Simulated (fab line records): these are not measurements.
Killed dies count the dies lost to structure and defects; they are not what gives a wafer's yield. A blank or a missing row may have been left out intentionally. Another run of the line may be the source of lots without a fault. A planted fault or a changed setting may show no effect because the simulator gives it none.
Comparing a struck lot with a sound one | flow nand-harc | 40 out of 1302 route steps
Sound: these wafers, L233.2, L233.4, L233.5. Wafers struck: L246.1, L246.4, L246.6. At the end, the cause is stated.
Order at every step that has rows: each side's tool, ch and its chambers, its first start. Under that, the readings that differ: sound wafers | struck wafers | difference of the means | sigmas: that difference in standard deviations of wafers without a fault.
alike: words and numbers the same on both sides, and readings whose means are apart by under 2 such deviations; not compared: readings that were withheld, readings missing a value for some wafer, numbers with overlapping values and no deviation given by the record, and bounds like >300 which may hide the same value.
The two part at a step that has a row with sigmas, a row that says differs or no value, or rows on one side only. Non-overlapping numbers with no deviation appear without sigmas and do not part them. A reading that every wafer of one side lacks parts them only if that side has two wafers or more.

first, 3 steps without rows for these wafers: NHARC_THIN_TSV_DESCUM_14 (chemistry O2, time 3 s); NHARC_THIN_TSV_ETCH_44 (etches the open film in CF4/O2, target depth 1594.2 nm, time 797.1 s); NHARC_THIN_TSV_ETCH_15 (target depth 3000 nm, bosch target overetch cycles 2, bosch etch step 2.8 s).
NHARC_THIN_TSV_CD_MEAS_16:
  sound on cd-sem-01, day 24 13:04; struck on cd-sem-01, day 29 22:19
  alike: cd-nm
then, 5 steps without rows for these wafers: NHARC_THIN_TSV_STRIP_45 (strips in O2); NHARC_THIN_TSV_STRIP_46 (strips in post etch residue remover, time 1200 s); NHARC_THIN_TSV_DEP_47 (deposits SiO2, target thk 200 nm); NHARC_THIN_TSV_ETCHBACK_48 (etches the open film in C4F8/Ar, target depth 1028.5 nm, time 405.17 s); NHARC_THIN_TSV_STRIP_62 (strips in N2/H2, time 20 s).
NHARC_THIN_TSV_DEGAS_49: time 120 s.
  sound on pvd-sputter-03, day 24 14:56; struck on pvd-sputter-03, day 30 00:22
  alike: heater-power-w
then, 1 step without rows for these wafers: NHARC_THIN_TSV_PRE_CLEAN_50 (time 30 s).
NHARC_THIN_TSV_PVD_19: deposits TaN, target thk 20 nm.
  sound on pvd-sputter-03; struck on pvd-sputter-03
  alike: chamber-pressure-pa, throttle-valve-pct
NHARC_THIN_TSV_PVD_51: deposits Cu, target thk 100 nm.
  sound on pvd-sputter-03, day 24 15:14; struck on pvd-sputter-03, day 30 00:39
  alike: chamber-pressure-pa, throttle-valve-pct
then, 1 step without rows for these wafers: NHARC_THIN_TSV_ECD_20 (material Cu, target thk 2000 nm).
NHARC_THIN_TSV_ANNEAL_52: time 90 s.
  sound on rtp-anneal-01 ch 0, day 24 16:11; struck on rtp-anneal-02 ch 0, day 30 01:37
  reading          | sound             | struck            | difference | sigmas
  wafer_temp_C_max | 226.0 225.7 225.7 | 226.3 227.0 226.6 | +0.8       | +2
NHARC_THIN_TSV_CMP_21: polishes, t overpolish 30 s, target thk 2000 nm.
  sound on cmp-02 ch 0,3, day 24 16:28; struck on cmp-04 ch 0,2, day 30 01:58
  alike: motor-current-A, overpolish-run-s
then, 13 steps without rows for these wafers: NHARC_THIN_TSV_SRD_23; NHARC_THIN_TSV_DEGAS_53 (time 60 s); NHARC_THIN_TSV_PRE_CLEAN_54 (time 30 s); NHARC_THIN_TSV_PVD_55 (deposits TiN, target thk 50 nm); NHARC_THIN_TSV_PVD_24 (deposits Al, target thk 800 nm); NHARC_THIN_TSV_DEHYDRATE_25 (time 120 s); NHARC_THIN_TSV_HMDS_26 (time 30 s); NHARC_THIN_TSV_COAT_27; NHARC_THIN_TSV_SOFTBAKE_28 (time 95 s); NHARC_THIN_TSV_EBR_29; NHARC_THIN_TSV_EXPOSE_30 (exposes mask PAD); NHARC_THIN_TSV_PEB_31 (peb time 85 s); NHARC_THIN_TSV_DEVELOP_32 (time 70 s).
NHARC_THIN_TSV_CD_MEAS_33: target cd 5000 nm.
  sound on cd-sem-01 ch 0, day 24 18:04; struck on cd-sem-02 ch 0, day 30 03:26
  alike: cd-nm
then, 4 steps without rows for these wafers: NHARC_THIN_TSV_HARDBAKE_34 (time 80 s); NHARC_THIN_TSV_DESCUM_35 (chemistry O2, time 3 s); NHARC_THIN_TSV_ETCH_59 (etches the open film in Cl2/BCl3, target depth 880 nm, time 138.1 s); NHARC_THIN_TSV_ETCH_36 (etches the open film in Cl2/BCl3, target depth 65 nm, time 18.571 s).
NHARC_THIN_TSV_STRIP_56: strips in O2.
  sound on plasma-asher-02 ch 0,1, day 24 18:43; struck on plasma-asher-02 ch 0, day 30 04:05
  alike: drypump-motor-current-A, heater-power-w
  not compared: rf-hours-counter-h
then, 1 step without rows for these wafers: NHARC_THIN_TSV_STRIP_57 (strips in post etch residue remover, time 1200 s).
NHARC_THIN_TSV_CD_MEAS_37:
  sound on cd-sem-01, day 24 19:31; struck on cd-sem-03, day 30 04:55
  alike: cd-nm
then, 1 step without rows for these wafers: NHARC_THIN_TSV_ANNEAL_58 (time 1800 s).
NHARC_END_WLT_00:
  sound on prober-01, day 25 02:11; struck on prober-01, day 30 09:35
  reading            | sound             | struck            | difference | sigmas
  VT_DECK2_TOP_INNER | 0.906 0.902 0.905 | 0.891 0.884 0.885 | -0.018     | -3
  alike: VT_DECK1_BOTTOM, VT_DECK1_BOTTOM_INNER, VT_DECK1_MEDIAN_NEAR_BOTTOM, VT_DECK1_MEDIAN_NEAR_BOTTOM_INNER, VT_DECK1_MIDDLE, VT_DECK1_MIDDLE_INNER, VT_DECK1_TOP, VT_DECK1_TOP_INNER, VT_DECK2_BOTTOM, VT_DECK2_BOTTOM_INNER, VT_DECK2_MEDIAN_NEAR_BOTTOM, VT_DECK2_MEDIAN_NEAR_BOTTOM_INNER, VT_DECK2_MIDDLE, VT_DECK2_MIDDLE_INNER, VT_DECK2_TOP
NHARC_END_SORT_01:
  sound on prober-01 ch 0, day 25 05:31; struck on prober-01 ch 0, day 30 12:36
  reading                  | sound          | struck         | difference | sigmas
  defect-limited-yield (%) | 89.4 90.7 86.7 | 84.9 81.5 83.3 | -5.7       | -2
  killed-at-other          | 2 0 0          | 58 77 54       | +62        | +57
  killed-at-periphery      | 3 1 2          | 6 8 10         | +6         | +2
  killed-dies              | 72 63 90       | 102 125 113    | +38        | +2
  killed-open              | 7 4 6          | 0 1 2          | -5         | -3
  alike: killed-at-array, killed-short

## WHERE THEY PART
Last at NHARC_END_SORT_01 as far as this record goes, first at NHARC_THIN_TSV_ANNEAL_52.

WHY: the cause the simulator had injected
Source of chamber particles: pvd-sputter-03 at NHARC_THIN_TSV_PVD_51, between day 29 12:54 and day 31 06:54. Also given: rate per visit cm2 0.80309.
